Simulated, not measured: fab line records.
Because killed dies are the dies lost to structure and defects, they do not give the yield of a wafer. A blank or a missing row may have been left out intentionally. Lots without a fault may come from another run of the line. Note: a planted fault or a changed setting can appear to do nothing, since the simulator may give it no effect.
Matching of chambers || flow n5Finfet || rieDiel-05 running N5_DUMMY_GATE_STRIP_41: 4 sister chambers
The step strips in O2. 18 wafers are shown with their chamber, then 9 later ones without.

== WAFERS WITH THEIR CHAMBER ==
{"wafer": "L075.3", "chamber": 1, "drypumpMotorCurrentA (A)": 5.8, "showerheadPlenumPTorr (Torr)": 2.17, "throttleValvePct (%)": 16.61}
{"wafer": "L075.4", "chamber": 3, "drypumpMotorCurrentA (A)": 5.2, "showerheadPlenumPTorr (Torr)": 2.16, "throttleValvePct (%)": 16.50}
{"wafer": "L075.6", "chamber": 1, "drypumpMotorCurrentA (A)": 5.8, "showerheadPlenumPTorr (Torr)": 2.16, "throttleValvePct (%)": 16.61}
{"wafer": "L078.2", "chamber": 2, "drypumpMotorCurrentA (A)": 5.1, "showerheadPlenumPTorr (Torr)": 2.23, "throttleValvePct (%)": 16.44}
{"wafer": "L078.3", "chamber": 1, "drypumpMotorCurrentA (A)": 5.8, "showerheadPlenumPTorr (Torr)": 2.16, "throttleValvePct (%)": 16.63}
{"wafer": "L078.5", "chamber": 2, "drypumpMotorCurrentA (A)": 5.1, "showerheadPlenumPTorr (Torr)": 2.23, "throttleValvePct (%)": 16.44}
{"wafer": "L079.1", "chamber": 2, "drypumpMotorCurrentA (A)": 5.1, "showerheadPlenumPTorr (Torr)": 2.23, "throttleValvePct (%)": 16.44}
{"wafer": "L079.2", "chamber": 3, "drypumpMotorCurrentA (A)": 5.2, "showerheadPlenumPTorr (Torr)": 2.15, "throttleValvePct (%)": 16.52}
{"wafer": "L079.6", "chamber": 2, "drypumpMotorCurrentA (A)": 5.1, "showerheadPlenumPTorr (Torr)": 2.23, "throttleValvePct (%)": 16.45}
{"wafer": "L081.2", "chamber": 0, "drypumpMotorCurrentA (A)": 6.0, "showerheadPlenumPTorr (Torr)": 2.13, "throttleValvePct (%)": 16.48}
{"wafer": "L081.3", "chamber": 1, "drypumpMotorCurrentA (A)": 5.8, "showerheadPlenumPTorr (Torr)": 2.16, "throttleValvePct (%)": 16.62}
{"wafer": "L081.6", "chamber": 3, "drypumpMotorCurrentA (A)": 5.2, "showerheadPlenumPTorr (Torr)": 2.15, "throttleValvePct (%)": 16.51}
{"wafer": "L084.2", "chamber": 3, "drypumpMotorCurrentA (A)": 5.2, "showerheadPlenumPTorr (Torr)": 2.15, "throttleValvePct (%)": 16.53}
{"wafer": "L084.4", "chamber": 0, "drypumpMotorCurrentA (A)": 6.0, "showerheadPlenumPTorr (Torr)": 2.13, "throttleValvePct (%)": 16.51}
{"wafer": "L084.5", "chamber": 2, "drypumpMotorCurrentA (A)": 5.1, "showerheadPlenumPTorr (Torr)": 2.23, "throttleValvePct (%)": 16.46}
{"wafer": "L088.1", "chamber": 1, "drypumpMotorCurrentA (A)": 5.9, "showerheadPlenumPTorr (Torr)": 2.16, "throttleValvePct (%)": 16.66}
{"wafer": "L088.3", "chamber": 3, "drypumpMotorCurrentA (A)": 5.2, "showerheadPlenumPTorr (Torr)": 2.15, "throttleValvePct (%)": 16.55}
{"wafer": "L088.6", "chamber": 1, "drypumpMotorCurrentA (A)": 5.9, "showerheadPlenumPTorr (Torr)": 2.16, "throttleValvePct (%)": 16.67}

SIGNATURES, as means of the wafers listed above
{"reading": "drypumpMotorCurrentA", "chamber 0": 6.000, "chamber 1": 5.833, "chamber 2": 5.100, "chamber 3": 5.200, "scatter within a chamber": 0.0309}
{"reading": "showerheadPlenumPTorr", "chamber 0": 2.1300, "chamber 1": 2.1617, "chamber 2": 2.2300, "chamber 3": 2.1520, "scatter within a chamber": 0.00342}
{"reading": "throttleValvePct", "chamber 0": 16.4950, "chamber 1": 16.6333, "chamber 2": 16.4460, "chamber 3": 16.5220, "scatter within a chamber": 0.02}
Rule: a wafer's distance from a chamber is the root of the sum, over the readings, of the square of ((its reading less the chamber's mean) divided by the reading's scatter). If the next closest chamber is less than 2 further off than the closest, the wafer can't be placed; otherwise it belongs to the closest. The scatter: take each reading less its chamber's mean, square it, sum over the shown wafers, divide by the number of wafers less the number of chambers, and take the root.

== WAFERS WITHOUT THEIR CHAMBER ==
{"wafer": "L094.2", "drypumpMotorCurrentA (A)": 5.9, "showerheadPlenumPTorr (Torr)": 2.15, "throttleValvePct (%)": 16.67}
{"wafer": "L094.4", "drypumpMotorCurrentA (A)": 6.0, "showerheadPlenumPTorr (Torr)": 2.12, "throttleValvePct (%)": 16.54}
{"wafer": "L094.6", "drypumpMotorCurrentA (A)": 5.1, "showerheadPlenumPTorr (Torr)": 2.22, "throttleValvePct (%)": 16.50}
{"wafer": "L096.2", "drypumpMotorCurrentA (A)": 6.1, "showerheadPlenumPTorr (Torr)": 2.12, "throttleValvePct (%)": 16.55}
{"wafer": "L096.4", "drypumpMotorCurrentA (A)": 5.1, "showerheadPlenumPTorr (Torr)": 2.22, "throttleValvePct (%)": 16.48}
{"wafer": "L096.6", "drypumpMotorCurrentA (A)": 5.2, "showerheadPlenumPTorr (Torr)": 2.14, "throttleValvePct (%)": 16.58}
{"wafer": "L097.2", "drypumpMotorCurrentA (A)": 5.2, "showerheadPlenumPTorr (Torr)": 2.14, "throttleValvePct (%)": 16.58}
{"wafer": "L097.3", "drypumpMotorCurrentA (A)": 5.8, "showerheadPlenumPTorr (Torr)": 2.15, "throttleValvePct (%)": 16.67}
{"wafer": "L097.4", "drypumpMotorCurrentA (A)": 6.0, "showerheadPlenumPTorr (Torr)": 2.12, "throttleValvePct (%)": 16.56}

== WHICH CHAMBER EACH WENT THROUGH ==
{"wafer": "L094.2", "from the rows above": 1, "in truth": 1}
{"wafer": "L094.4", "from the rows above": 0, "in truth": 0}
{"wafer": "L094.6", "from the rows above": 2, "in truth": 2}
{"wafer": "L096.2", "from the rows above": 0, "in truth": 0}
{"wafer": "L096.4", "from the rows above": 2, "in truth": 2}
{"wafer": "L096.6", "from the rows above": 3, "in truth": 3}
{"wafer": "L097.2", "from the rows above": 3, "in truth": 3}
{"wafer": "L097.3", "from the rows above": 1, "in truth": 1}
{"wafer": "L097.4", "from the rows above": 0, "in truth": 0}
Correct placement for 9 of the 9. Number that these rows cannot place: 0. Placed wrongly: 0.
